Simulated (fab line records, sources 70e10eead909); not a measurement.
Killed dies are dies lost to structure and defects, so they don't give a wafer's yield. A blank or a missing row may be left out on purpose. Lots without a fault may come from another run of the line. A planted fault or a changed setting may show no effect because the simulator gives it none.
Which tool did it? | flow nand_harc | 6 lots, 18 wafers sampled, at 5 steps of a route of 1159

WHAT THE GAUGES READ, wafer by wafer
NHARC_END_SORT_01.
lot  | measured     | on        | killed_at_array
L601 | day 22 11:40 | prober-01 | 113 73 40

WHICH TOOL RAN EACH LOT (tool, then ch and the chambers of the sampled wafers, then the start)
lot  | NHARC_A_STAIRCASE_DESCUM_11        | NHARC_A_STAIRCASE_TRIM_24          | NHARC_A_STAIRCASE_TRIM_26                     | NHARC_A_STAIRCASE_STRIP_175
L588 | rie_diel-02 ch 0,2,3, day 10 16:11 | rie_diel-06 ch 2,3, day 10 19:35   | rie_diel-06 ch 1,2,3, day 10 20:08 or earlier | plasma_asher-01 ch 0,1, day 10 20:08
L594 | rie_diel-06 ch 2,3, day 12 01:51   | rie_diel-06 ch 0,1,2, day 12 03:29 | rie_diel-06 ch 0,1,3, day 12 04:04 or earlier | plasma_asher-02 ch 0,1, day 12 04:04
L596 | rie_diel-06 ch 0,1,3, day 12 21:44 | rie_diel-06 ch 0,2,3, day 12 23:29 | rie_diel-06 ch 2,3, day 13 00:04 or earlier   | plasma_asher-02 ch 0,1, day 13 00:04
L601 | rie_diel-06 ch 0,1, day 14 09:38   | rie_diel-06 ch 1,2, day 14 11:44   | rie_diel-06 ch 1,3, day 14 12:32 or earlier   | plasma_asher-02 ch 0,1, day 14 12:32
L603 | rie_diel-07 ch 0,1,3, day 14 17:02 | rie_diel-07 ch 2,3, day 14 18:55   | rie_diel-07 ch 2,3, day 14 19:33 or earlier   | plasma_asher-02 ch 0,1, day 14 19:33
L608 | rie_diel-02 ch 1,2,3, day 15 21:08 | rie_diel-02 ch 1,3, day 16 01:28   | rie_diel-02 ch 1,2,3, day 16 02:33 or earlier | plasma_asher-01 ch 0,1, day 16 02:33
- NHARC_A_STAIRCASE_DESCUM_11: chemistry O2, time 3 s.
- NHARC_A_STAIRCASE_TRIM_24: chemistry O2, time 211.2 s.
- NHARC_A_STAIRCASE_TRIM_26: chemistry O2, time 211.2 s.
- NHARC_A_STAIRCASE_STRIP_175: strips in O2.

THE ANSWER, worked out from the rows above alone
Rule: what is usual is taken from the lots themselves. Put in order of their means at a reading, lots are off if they are a third of the lots or fewer, leave a main group of 4 or more, and stand apart from it by a gap of 3 or more times the standard deviation of the main group's means; of several such gaps the widest counts. A main group whose means are all the same, to the digits that the tables above print for the reading, isn't used. A lot without any number at a reading at which 4 lots or more have one is off too. The other lots that the step has rows for count as sound.
No lot is off at any reading shown: from this, nothing can be told.

WHAT THE SIMULATOR HAD PUT IN
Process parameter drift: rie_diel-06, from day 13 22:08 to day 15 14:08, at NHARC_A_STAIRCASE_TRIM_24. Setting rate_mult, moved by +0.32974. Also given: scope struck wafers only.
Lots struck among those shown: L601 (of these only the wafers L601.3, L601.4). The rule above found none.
